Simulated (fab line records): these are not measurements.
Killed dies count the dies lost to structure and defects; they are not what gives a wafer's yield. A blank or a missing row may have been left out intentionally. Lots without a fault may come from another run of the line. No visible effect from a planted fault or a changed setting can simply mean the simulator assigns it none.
A lot that was struck, set against a sound lot || flow nand_harc || 14 out of 1302 route steps
Sound: the wafers L893.2, L893.3, L893.6. The struck wafers were L890.2, L890.4, L890.6. The cause is named last.
For every step that has rows: the tool of each side, followed by ch and its chambers, followed by its first start. Under that, the readings that differ: sound wafers || struck wafers || difference of the means || sigmas: that difference in standard deviations of wafers without a fault.
alike: a reading whose means differ by less than 2 such deviations, as well as words and numbers matching on both sides. not compared: withheld readings; readings where some wafer has no value; bounds like >300 that might hide an equal value; numbers whose values overlap and for which the record gives no deviation.
Wherever a step has rows on one side only, a row that says differs or no value, or a row with sigmas, the two part there. Numbers that have no deviation but don't overlap get no sigmas and don't part them. A reading missing from all wafers of one side parts the sides only when that side holds two or more wafers.

first, 9 steps without rows for these wafers: NHARC_A_STAIRCASE_DEHYDRATE_302 (time 120 s); NHARC_A_STAIRCASE_HMDS_303 (time 30 s); NHARC_A_STAIRCASE_COAT_304; NHARC_A_STAIRCASE_SOFTBAKE_305 (time 170 s); NHARC_A_STAIRCASE_EBR_306; NHARC_A_STAIRCASE_EXPOSE_307 (exposes mask CHOP 50); NHARC_A_STAIRCASE_PEB_308 (peb time 130 s); NHARC_A_STAIRCASE_DEVELOP_309 (time 140 s); NHARC_A_STAIRCASE_HARDBAKE_311 (time 140 s).
NHARC_A_STAIRCASE_DESCUM_312: chemistry O2, time 3 s.
  sound on rie_diel-13 ch 0,1,3, day 23 19:58; struck on rie_diel-08 ch 0,1, day 23 00:02
  alike: drypump_motor_current_A, o2_flow_sccm, oes_product_au, rf_vpp_V, showerhead_plenum_p_Torr, throttle_valve_pct
  not compared: rf_hours_counter_h
NHARC_A_STAIRCASE_ETCH_313: etches the open film in CF4/CHF3.
  sound on rie_diel-13 ch 0,1,3, day 23 20:07; struck on rie_diel-08 ch 0,2,3, day 23 00:08
  alike: cf4_flow_sccm, drypump_motor_current_A, oes_product_au, rf_vpp_V, showerhead_plenum_p_Torr, throttle_valve_pct
  not compared: rf_hours_counter_h
NHARC_A_STAIRCASE_HM_OPEN_463: chemistry O2/COS.
  sound on rie_diel-13 ch 0,2,3, day 23 20:26; struck on rie_diel-08 ch 1,2,3, day 23 00:17
  no value came back on the struck wafers for any of 8 readings (bias_w (W), chamber_pressure_mTorr (mTorr) and others); on the sound wafers bias_w (W) reads 300.6 298.8 301.5
  not compared: rf_hours_counter_h
then, 1 step without rows for these wafers: NHARC_A_STAIRCASE_STRIP_464 (strips in O2/COS).
-- jump in the record: it breaks off in module A_STAIRCASE and resumes in module END (first step shown: number 1302 of the route), and 7 days separate the struck wafers' starts before and after --
NHARC_END_SORT_01:
  sound on prober-01 ch 0, day 31 04:30; struck on prober-02 ch 0, day 30 06:18
{"reading": "killed_at_array", "sound": "64 25 42", "struck": "671 670 672", "difference": "+627", "sigmas": "+31"}
{"reading": "killed_dies", "sound": "71 27 42", "struck": "677 677 677", "difference": "+630", "sigmas": "+30"}
  alike: killed_at_other, killed_at_periphery, killed_open, killed_short

## WHERE THEY PART
First at NHARC_A_STAIRCASE_HM_OPEN_463; last, within this record, at NHARC_END_SORT_01.

WHY: the cause the simulator had injected
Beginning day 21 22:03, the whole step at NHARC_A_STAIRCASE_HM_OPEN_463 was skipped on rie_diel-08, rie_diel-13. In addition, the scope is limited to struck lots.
